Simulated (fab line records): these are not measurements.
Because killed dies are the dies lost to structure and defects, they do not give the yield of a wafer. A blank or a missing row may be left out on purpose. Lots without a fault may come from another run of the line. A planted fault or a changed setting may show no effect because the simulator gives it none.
A struck lot beside a sound one ; flow nandHarc ; 14 out of 1302 route steps
Sound: wafers L198.1, L198.2, L198.6. Struck: wafers L185.1, L185.2, L185.4. At the end, the cause is stated.
Order at every step that has rows: each side's tool, ch and its chambers, its first start. Under that, the readings that differ: sound wafers ; struck wafers ; difference of the means ; sigmas: that difference in standard deviations of wafers without a fault.
alike: same words and numbers on both sides, and readings whose means sit less than 2 such deviations apart. not compared: any withheld reading, any reading some wafer has no value for, any bound like >300 that may hide the same value, and any number with overlapping values for which the record gives no deviation.
A row with sigmas, a row that says differs or no value, or rows on one side alone: a step with any of these is where the two part. Non-overlapping numbers with no deviation appear without sigmas and do not part them. A reading that every wafer of one side lacks parts them only if that side has two wafers or more.

NHARC_A_SGD_CUT_STRIP_17: strips in O2.
  sound on rieDiel-07 ch 2,3; struck on rieDiel-07 ch 2,3
  alike: drypumpMotorCurrentA, oesProductAu, rfVppV, showerheadPlenumPTorr, throttleValvePct
  not compared: rfHoursCounterH
then, 4 steps without rows for these wafers: NHARC_A_SGD_CUT_PRECLEAN_18 (cleans in SC1); NHARC_A_SGD_CUT_SRD_19; NHARC_A_SGD_CUT_DEP_20 (deposits SiO2, target thk 150 nm); NHARC_A_SGD_CUT_ANNEAL_27 (time 1800 s).
NHARC_A_SGD_CUT_CMP_21: polishes, target thk 148.19 nm.
  sound on cmp-03 ch 0,1,2, day 27 13:26; struck on cmp-02 ch 0,2,3, day 21 20:58
  alike: motorCurrentA, timeToEndpointS
  not compared: padLifeWafers
NHARC_A_SGD_CUT_THK_MEAS_22: measures by ellipsometry.
  sound on filmMetro-01 at day 27 13:42; struck on filmMetro-02 at day 21 21:13
  alike: thkNm
then, 2 steps without rows for these wafers: NHARC_A_SGD_CUT_SRD_23; NHARC_A_SGD_CUT_ETCH_26 (etches SiO2 in dHF, target depth 45.8 nm).
NHARC_A_SGD_CUT_ETCHBACK_24: etches the open film in CH3F/O2, target depth 50 nm, time 92.857 s.
  sound on rieDiel-07 ch 0,2,3, day 27 13:57; struck on rieDiel-05 ch 0,1,2, day 21 21:27
  alike: biasW, drypumpMotorCurrentA, oesProductAu, rfVppV, showerheadPlenumPTorr, throttleValvePct
  not compared: rfHoursCounterH
NHARC_A_SGD_CUT_STRIP_28: strips in O2, time 20 s.
  sound on rieDiel-07 ch 0,1,2; struck on rieDiel-05 ch 0,2,3
  alike: drypumpMotorCurrentA, oesProductAu, rfVppV, showerheadPlenumPTorr, throttleValvePct
  not compared: rfHoursCounterH
NHARC_A_SGD_CUT_INSPECT_25:
  sound on defectInspect-01 at day 27 14:10; struck on defectInspect-01 at day 21 21:42
  alike: rawDefectCount
NHARC_A_SLIT_DEP_25: deposits SiO2, target thk 200 nm.
  sound on pecvd-02 ch 0,1,2, day 27 14:20; struck on pecvd-04 ch 0,1,2, day 21 21:49
  no value came back on the struck wafers for chamberPressureTorr (Torr), heaterPowerOuterW (W), heaterPowerW (W), throttleValvePct (%); on the sound wafers chamberPressureTorr (Torr) reads 6.487 6.483 6.507
NHARC_A_SLIT_DEP_00: deposits aC, target thk 6200 nm.
  sound on aclDep-03 ch 0, day 27 14:41; struck on aclDep-01 ch 0, day 21 22:59
reading;sound;struck;difference;sigmas
susceptorTempC (C);- - -;400.18 400.22 400.03;no value on the sound wafers;
  alike: throttleValvePct

WHERE THEY PART
Last at NHARC_A_SLIT_DEP_00 as far as this record goes, first at NHARC_A_SLIT_DEP_25.

WHY: whatever the simulator had introduced
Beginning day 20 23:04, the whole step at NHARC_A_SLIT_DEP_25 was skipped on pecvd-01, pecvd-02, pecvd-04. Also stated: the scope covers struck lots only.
